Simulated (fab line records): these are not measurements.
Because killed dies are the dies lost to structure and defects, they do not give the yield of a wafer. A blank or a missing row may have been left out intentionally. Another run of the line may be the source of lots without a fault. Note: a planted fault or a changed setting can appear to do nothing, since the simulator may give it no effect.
Which tool did it?    flow n5_finfet    10 lots with 27 wafers sampled at 2 steps, on a route of 1938 steps

WHAT THE GAUGES READ, wafer by wafer
N5_SDB_THK_MEAS_31.
lot   measured     on             SDB_THK (nm)
L280  day 4 11:10  film_metro-01  64.8 66.2 65.4
L281  day 4 15:25  film_metro-01  64.5 63.6 66.0
L285  day 5 15:24  film_metro-02  64.3 63.6 64.1
L291  day 7 04:40  film_metro-02  62.7 64.4 63.0
L293  day 7 18:38  film_metro-01  64.1 64.1
L295  day 8 02:32  film_metro-02  63.0 64.6
L296  day 8 08:18  film_metro-02  64.1 63.2
L298  day 8 22:24  film_metro-01  62.6 63.7 62.1
L300  day 9 10:15  film_metro-02  65.4 64.1 64.7
L301  day 9 18:31  film_metro-02  63.2 64.9 65.3

EACH LOT AND THE TOOL THAT RAN IT (in order: tool; ch and the chambers of the sampled wafers; start)
lot   N5_SDB_CUT_ETCH_26
L280  rie_si-05 ch 1,3, day 4 07:55
L281  rie_si-02 ch 2,3, day 4 12:12
L285  rie_si-03 ch 0,1,3, day 5 12:09
L291  rie_si-05 ch 0,2, day 7 01:27
L293  rie_si-02 ch 0,2, day 7 15:26
L295  rie_si-03 ch 1, day 7 23:19
L296  rie_si-03 ch 2, day 8 05:05
L298  rie_si-02 ch 0,3, day 8 19:10
L300  rie_si-02 ch 1,2,3, day 9 07:04
L301  rie_si-03 ch 0,1, day 9 15:18
- N5_SDB_CUT_ETCH_26: etches Si in HBr/Cl2/O2, target depth 129.6 nm, bt time 20 s, time 51.8 s.

THE ANSWER, worked out from the rows above alone
Rule: what is usual is taken from the lots themselves. The widest of any qualifying gaps counts: lots, ordered by their means at a reading, are off when they make up no more than a third of the lots, leave a main group of 4 or more, and stand apart from it by 3 or more times the standard deviation of that group's means. Not used: any main group whose means are identical at the precision the tables above print for the reading. Also off: a lot with no number at a reading for which 4 or more lots have one. The other lots that the step has rows for count as sound.
Across all readings shown, no lot is off: no conclusion can be drawn from this.

WHAT THE SIMULATOR HAD INSERTED
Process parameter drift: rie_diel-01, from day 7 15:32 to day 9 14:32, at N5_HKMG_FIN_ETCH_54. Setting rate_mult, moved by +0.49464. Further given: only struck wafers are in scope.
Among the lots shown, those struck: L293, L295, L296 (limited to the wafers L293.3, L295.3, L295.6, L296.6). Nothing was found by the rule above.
